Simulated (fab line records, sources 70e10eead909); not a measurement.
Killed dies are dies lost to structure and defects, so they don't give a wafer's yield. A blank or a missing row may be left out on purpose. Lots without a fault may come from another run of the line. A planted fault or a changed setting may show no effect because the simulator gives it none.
Which tool did it? | flow nand_harc | 24 lots, 72 wafers sampled, at 6 steps of a route of 1159

WHAT THE GAUGES READ, wafer by wafer
The record holds no reading of a measuring or inspecting step that can be judged against a usual standard deviation.

WHICH TOOL RAN EACH LOT (tool, then ch and the chambers of the sampled wafers, then the start)
lot  | NHARC_A_CONTACT_ETCH_118             | NHARC_A_CONTACT_ETCH_122             | NHARC_A_CONTACT_ETCH_102           | NHARC_A_CONTACT_DEP_57        | NHARC_A_CONTACT_ETCH_75            | NHARC_A_CONTACT_ETCH_124
L076 | har_cap_etch-03 ch 0,1, day 16 15:52 | har_cap_etch-03 ch 0,1, day 16 16:13 | rie_diel-12 ch 0,1,2, day 16 17:25 | acl_dep-03 ch 0, day 16 19:52 | rie_diel-03 ch 0,1,3, day 16 22:19 | har_cap_etch-02 ch 0,1, day 17 00:52
L077 | har_cap_etch-02 ch 0,1, day 16 17:37 | har_cap_etch-02 ch 0,1, day 16 17:58 | rie_diel-03 ch 1,2,3, day 16 19:14 | acl_dep-02 ch 0, day 16 21:15 | rie_diel-03 ch 1,2,3, day 17 00:37 | har_cap_etch-03 ch 0,1, day 17 01:58
L078 | har_cap_etch-01 ch 0,1, day 16 20:09 | har_cap_etch-01 ch 0,1, day 16 20:31 | rie_diel-03 ch 2,3, day 16 21:43   | acl_dep-01 ch 0, day 16 22:56 | rie_diel-03 ch 1,2, day 17 01:21   | har_cap_etch-02 ch 0,1, day 17 03:15
L074 | har_cap_etch-03 ch 0,1, day 16 22:43 | har_cap_etch-03 ch 0,1, day 16 23:05 | rie_diel-02 ch 1,2,3, day 17 01:18 | acl_dep-01 ch 0, day 17 02:00 | rie_diel-02 ch 0,2,3, day 17 04:51 | har_cap_etch-03 ch 0,1, day 17 05:55
L079 | har_cap_etch-01 ch 0,1, day 17 05:48 | har_cap_etch-01 ch 0,1, day 17 06:10 | rie_diel-03 ch 0,2,3, day 17 07:25 | acl_dep-02 ch 0, day 17 09:35 | rie_diel-02 ch 1,3, day 17 12:08   | har_cap_etch-02 ch 0,1, day 17 16:32
L075 | har_cap_etch-02 ch 0,1, day 17 11:04 | har_cap_etch-02 ch 0,1, day 17 11:26 | rie_diel-12 ch 1,3, day 17 13:08   | acl_dep-01 ch 0, day 17 14:56 | rie_diel-03 ch 0,2,3, day 17 17:50 | har_cap_etch-01 ch 0,1, day 17 19:00
L080 | har_cap_etch-03 ch 0,1, day 17 18:52 | har_cap_etch-03 ch 0,1, day 17 19:14 | rie_diel-03 ch 1,2,3, day 17 20:26 | acl_dep-02 ch 0, day 17 21:22 | rie_diel-03 ch 2,3, day 17 23:47   | har_cap_etch-03 ch 0,1, day 18 01:02
L081 | har_cap_etch-01 ch 0,1, day 18 13:05 | har_cap_etch-01 ch 0,1, day 18 13:27 | rie_diel-12 ch 0,1,2, day 18 14:38 | acl_dep-03 ch 0, day 18 15:35 | rie_diel-12 ch 0,2,3, day 18 18:01 | har_cap_etch-01 ch 0,1, day 18 19:05
L083 | har_cap_etch-03 ch 0, day 18 16:02   | har_cap_etch-03 ch 0, day 18 16:24   | rie_diel-12 ch 0,1,2, day 18 17:37 | acl_dep-03 ch 0, day 18 20:11 | rie_diel-12 ch 1,2, day 18 22:39   | har_cap_etch-03 ch 0, day 18 23:41
L082 | har_cap_etch-02 ch 0, day 18 17:24   | har_cap_etch-02 ch 0, day 18 17:46   | rie_diel-03 ch 1,3, day 18 19:08   | acl_dep-02 ch 0, day 18 21:10 | rie_diel-12 ch 0,1,3, day 18 23:49 | har_cap_etch-02 ch 0,1, day 19 00:53
L084 | har_cap_etch-01 ch 0,1, day 19 15:16 | har_cap_etch-01 ch 0,1, day 19 15:45 | rie_diel-12 ch 0,1,2, day 19 17:05 | acl_dep-01 ch 0, day 19 18:19 | rie_diel-03 ch 0,1,2, day 19 21:02 | har_cap_etch-01 ch 0,1, day 19 22:05
L085 | har_cap_etch-03 ch 0,1, day 19 16:36 | har_cap_etch-03 ch 0,1, day 19 16:58 | rie_diel-12 ch 0,1, day 19 18:19   | acl_dep-01 ch 0, day 19 20:36 | rie_diel-03 ch 0,1,2, day 19 22:48 | har_cap_etch-03 ch 0,1, day 20 01:19
L087 | har_cap_etch-02 ch 0,1, day 19 19:28 | har_cap_etch-02 ch 0,1, day 19 19:58 | rie_diel-12 ch 0,2, day 19 21:17   | acl_dep-01 ch 0, day 19 21:56 | rie_diel-12 ch 0,2,3, day 20 00:41 | har_cap_etch-02 ch 0,1, day 20 01:52
L091 | har_cap_etch-01 ch 0, day 20 03:43   | har_cap_etch-01 ch 0, day 20 04:05   | rie_diel-02 ch 0,1,3, day 20 05:52 | acl_dep-01 ch 0, day 20 06:35 | rie_diel-03 ch 1,2, day 20 09:24   | har_cap_etch-01 ch 0,1, day 20 13:28
L086 | har_cap_etch-03 ch 0,1, day 20 04:42 | har_cap_etch-03 ch 0,1, day 20 05:04 | rie_diel-12 ch 0,1,2, day 20 06:18 | acl_dep-03 ch 0, day 20 06:56 | rie_diel-12 ch 1,2,3, day 20 09:40 | har_cap_etch-01 ch 0,1, day 20 10:48
L090 | har_cap_etch-01 ch 0,1, day 20 08:47 | har_cap_etch-01 ch 0,1, day 20 09:08 | rie_diel-12 ch 1,3, day 20 13:19   | acl_dep-02 ch 0, day 20 14:48 | rie_diel-03 ch 0,3, day 20 17:34   | har_cap_etch-03 ch 0,1, day 20 19:26
L088 | har_cap_etch-03 ch 0,1, day 20 12:55 | har_cap_etch-03 ch 0,1, day 20 13:17 | rie_diel-03 ch 0,1,2, day 20 14:29 | acl_dep-03 ch 0, day 20 15:13 | rie_diel-03 ch 0,1,2, day 20 18:04 | har_cap_etch-01 ch 0,1, day 20 19:54
L089 | har_cap_etch-02 ch 0,1, day 20 13:33 | har_cap_etch-02 ch 0,1, day 20 13:55 | rie_diel-12 ch 1,2,3, day 20 15:10 | acl_dep-02 ch 0, day 20 16:32 | rie_diel-12 ch 1,2,3, day 20 19:11 | har_cap_etch-02 ch 0,1, day 20 20:53
L092 | har_cap_etch-03 ch 0,1, day 20 17:47 | har_cap_etch-03 ch 0,1, day 20 18:09 | rie_diel-12 ch 0,2,3, day 20 19:36 | acl_dep-03 ch 0, day 20 20:15 | rie_diel-12 ch 0,2,3, day 20 23:01 | har_cap_etch-03 ch 0,1, day 21 00:08
L093 | har_cap_etch-02 ch 0,1, day 20 18:41 | har_cap_etch-02 ch 0,1, day 20 19:03 | rie_diel-02 ch 0,3, day 20 20:21   | acl_dep-03 ch 0, day 20 21:58 | rie_diel-02 ch 0,2,3, day 21 00:34 | har_cap_etch-02 ch 0,1, day 21 01:36
L094 | har_cap_etch-01 ch 0,1, day 21 01:24 | har_cap_etch-01 ch 0,1, day 21 01:46 | rie_diel-02 ch 0,1,3, day 21 02:58 | acl_dep-02 ch 0, day 21 09:28 | rie_diel-02 ch 0,2,3, day 21 12:15 | har_cap_etch-01 ch 0,1, day 21 13:17
L095 | har_cap_etch-02 ch 0,1, day 21 19:13 | har_cap_etch-02 ch 0,1, day 21 19:35 | rie_diel-02 ch 0,2, day 21 20:56   | acl_dep-01 ch 0, day 22 00:14 | rie_diel-12 ch 0,2,3, day 22 02:53 | har_cap_etch-03 ch 1, day 22 03:56
L096 | har_cap_etch-03 ch 0,1, day 21 21:31 | har_cap_etch-03 ch 0,1, day 21 21:53 | rie_diel-03 ch 0,1,3, day 21 23:17 | acl_dep-03 ch 0, day 22 00:37 | rie_diel-12 ch 0,1,2, day 22 03:22 | har_cap_etch-02 ch 0,1, day 22 04:41
L097 | har_cap_etch-01 ch 0,1, day 21 23:59 | har_cap_etch-01 ch 0,1, day 22 00:29 | rie_diel-12 ch 0,1, day 22 01:48   | acl_dep-03 ch 0, day 22 02:44 | rie_diel-12 ch 0,1,3, day 22 05:16 | har_cap_etch-01 ch 1, day 22 06:20
- NHARC_A_CONTACT_ETCH_118: etches the open film in C4F8/O2/Ar, time 94 s, target depth 922 nm.
- NHARC_A_CONTACT_ETCH_122: etches the open film in C4F8/O2/Ar, time 95 s, target depth 930 nm.
- NHARC_A_CONTACT_ETCH_102: etches the open film in CF4/O2, target depth 70 nm, overetch 7 nm, time 38.5 s.
- NHARC_A_CONTACT_DEP_57: deposits aC, target thk 2800 nm.
- NHARC_A_CONTACT_ETCH_75: etches the open film in CF4, target depth 39 nm, time 65 s.
- NHARC_A_CONTACT_ETCH_124: etches the open film in C4F8/O2/Ar, time 140 s, target depth 700 nm.

WHAT THE TOOLS THEMSELVES READ (means of the sampled wafers that have a number; where no wafer has one, the mark that the record gives instead)
NHARC_A_CONTACT_ETCH_102.
lot  | tool        | cf4_flow_sccm (sccm) | drypump_motor_current_A (A) | oes_product_au (a.u.) | rf_vpp_V (V) | showerhead_plenum_p_Torr (Torr) | throttle_valve_pct (%)
L076 | rie_diel-12 | 79.80                | 5.8                         | 1.003                 | 197.4        | 1.31                            | 13.399
L077 | rie_diel-03 | 79.83                | 5.4                         | 0.984                 | 197.1        | 1.31                            | 13.397
L078 | rie_diel-03 | 79.96                | 5.5                         | 1.003                 | 197.3        | 1.34                            | 13.398
L074 | rie_diel-02 | 80.08                | 6.2                         | 0.997                 | 198.1        | 1.36                            | 13.401
L079 | rie_diel-03 | 79.93                | 5.6                         | 0.999                 | 197.5        | 1.33                            | 13.392
L075 | rie_diel-12 | 80.11                | 5.8                         | 0.992                 | 198.0        | 1.35                            | 13.401
L080 | rie_diel-03 | 79.94                | 5.4                         | 1.003                 | 196.8        | 1.31                            | 13.402
L081 | rie_diel-12 | 80.12                | 5.8                         | 1.003                 | 197.3        | 1.31                            | 13.393
L083 | rie_diel-12 | 80.03                | 5.8                         | 1.008                 | 197.4        | 1.31                            | 13.397
L082 | rie_diel-03 | 79.91                | 5.2                         | 1.006                 | 196.9        | 1.27                            | 13.398
L084 | rie_diel-12 | 79.77                | 5.8                         | 0.998                 | 197.9        | 1.31                            | 13.402
L085 | rie_diel-12 | 80.20                | 5.6                         | 0.990                 | 195.9        | 1.27                            | 13.399
L087 | rie_diel-12 | 79.90                | 6.0                         | 1.003                 | 198.3        | 1.36                            | 13.394
L091 | rie_diel-02 | 80.08                | 5.8                         | 0.999                 | 197.4        | 1.33                            | 13.394
L086 | rie_diel-12 | 79.88                | 5.8                         | 1.007                 | 197.8        | 1.31                            | 13.394
L090 | rie_diel-12 | 80.01                | 5.6                         | 0.997                 | 197.6        | 1.31                            | 13.395
L088 | rie_diel-03 | 80.07                | 5.6                         | 1.007                 | 197.7        | 1.32                            | 13.409
L089 | rie_diel-12 | 79.77                | 5.8                         | 1.011                 | 198.4        | 1.36                            | 13.396
L092 | rie_diel-12 | 79.79                | 6.0                         | 1.005                 | 198.1        | 1.34                            | 13.400
L093 | rie_diel-02 | 79.79                | 5.8                         | 0.991                 | 197.5        | 1.38                            | 13.395
L094 | rie_diel-02 | 80.06                | 5.8                         | 1.003                 | 198.1        | 1.33                            | 13.396
L095 | rie_diel-02 | 79.96                | 6.1                         | 0.992                 | 199.2        | 1.41                            | 13.398
L096 | rie_diel-03 | 79.93                | 5.4                         | 1.007                 | 197.0        | 1.29                            | 13.394
L097 | rie_diel-12 | 80.09                | 5.6                         | 0.997                 | 196.5        | 1.27                            | 13.402

NHARC_A_CONTACT_DEP_57.
lot  | tool       | throttle_valve_pct (%)
L076 | acl_dep-03 | 34.997
L077 | acl_dep-02 | 35.002
L078 | acl_dep-01 | 34.990
L074 | acl_dep-01 | 34.998
L079 | acl_dep-02 | 35.001
L075 | acl_dep-01 | 34.998
L080 | acl_dep-02 | 35.006
L081 | acl_dep-03 | 34.993
L083 | acl_dep-03 | 35.007
L082 | acl_dep-02 | 34.993
L084 | acl_dep-01 | 34.999
L085 | acl_dep-01 | 34.997
L087 | acl_dep-01 | 34.997
L091 | acl_dep-01 | 35.002
L086 | acl_dep-03 | 35.001
L090 | acl_dep-02 | 34.999
L088 | acl_dep-03 | 34.992
L089 | acl_dep-02 | 34.997
L092 | acl_dep-03 | 35.004
L093 | acl_dep-03 | 34.996
L094 | acl_dep-02 | 35.002
L095 | acl_dep-01 | 35.002
L096 | acl_dep-03 | 34.998
L097 | acl_dep-03 | 35.001

NHARC_A_CONTACT_ETCH_75.
lot  | tool        | cf4_flow_sccm (sccm) | drypump_motor_current_A (A) | oes_product_au (a.u.) | rf_vpp_V (V) | showerhead_plenum_p_Torr (Torr) | throttle_valve_pct (%)
L076 | rie_diel-03 | 150.2                | 5.4                         | 0.978                 | 151.0        | 1.72                            | 13.274
L077 | rie_diel-03 | 149.7                | 5.4                         | 0.987                 | 150.9        | 1.73                            | 13.286
L078 | rie_diel-03 | 150.0                | 5.4                         | 0.995                 | 151.3        | 1.74                            | 13.275
L074 | rie_diel-02 | 150.0                | 6.2                         | 1.009                 | 152.2        | 1.86                            | 13.283
L079 | rie_diel-02 | 150.1                | 6.3                         | 1.007                 | 151.2        | 1.78                            | 13.293
L075 | rie_diel-03 | 150.2                | 5.5                         | 0.998                 | 151.8        | 1.76                            | 13.286
L080 | rie_diel-03 | 150.1                | 5.5                         | 1.005                 | 151.7        | 1.77                            | 13.284
L081 | rie_diel-12 | 150.7                | 6.0                         | 1.007                 | 151.1        | 1.78                            | 13.282
L083 | rie_diel-12 | 150.0                | 5.6                         | 1.004                 | 151.9        | 1.76                            | 13.274
L082 | rie_diel-12 | 149.9                | 5.8                         | 0.990                 | 150.1        | 1.72                            | 13.284
L084 | rie_diel-03 | 149.7                | 5.6                         | 1.006                 | 151.3        | 1.76                            | 13.290
L085 | rie_diel-03 | 150.2                | 5.6                         | 1.005                 | 151.4        | 1.76                            | 13.280
L087 | rie_diel-12 | 150.2                | 6.0                         | 1.001                 | 151.0        | 1.78                            | 13.275
L091 | rie_diel-03 | 149.6                | 5.4                         | 1.008                 | 150.9        | 1.73                            | 13.290
L086 | rie_diel-12 | 149.9                | 5.8                         | 1.005                 | 151.3        | 1.80                            | 13.274
L090 | rie_diel-03 | 150.1                | 5.4                         | 1.012                 | 150.8        | 1.71                            | 13.293
L088 | rie_diel-03 | 150.0                | 5.6                         | 1.008                 | 150.6        | 1.75                            | 13.276
L089 | rie_diel-12 | 149.8                | 5.7                         | 1.005                 | 150.9        | 1.80                            | 13.281
L092 | rie_diel-12 | 150.2                | 6.0                         | 1.005                 | 151.4        | 1.78                            | 13.283
L093 | rie_diel-02 | 150.0                | 6.2                         | 0.997                 | 152.5        | 1.85                            | 13.282
L094 | rie_diel-02 | 149.8                | 6.2                         | 1.000                 | 152.1        | 1.85                            | 13.289
L095 | rie_diel-12 | 150.2                | 6.0                         | 0.996                 | 152.1        | 1.78                            | 13.275
L096 | rie_diel-12 | 149.6                | 5.8                         | 0.996                 | 150.3        | 1.73                            | 13.277
L097 | rie_diel-12 | 149.5                | 5.8                         | 0.989                 | 151.0        | 1.72                            | 13.290

THE ANSWER, worked out from the rows above alone
Rule: what is usual is taken from the lots themselves. Put in order of their means at a reading, lots are off if they are a third of the lots or fewer, leave a main group of 4 or more, and stand apart from it by a gap of 3 or more times the standard deviation of the main group's means; of several such gaps the widest counts. A main group whose means are all the same, to the digits that the tables above print for the reading, isn't used. A lot without any number at a reading at which 4 lots or more have one is off too. The other lots that the step has rows for count as sound. The gauges are gone through in route order, then the tools' own readings, and for those a lot's mean is taken as printed above. The first step at which some lot is off is used, and at that step the reading that is off furthest; a lot without a number counts as furthest.
No lot is off at any reading shown: from this, nothing can be told.

WHAT THE SIMULATOR HAD PUT IN
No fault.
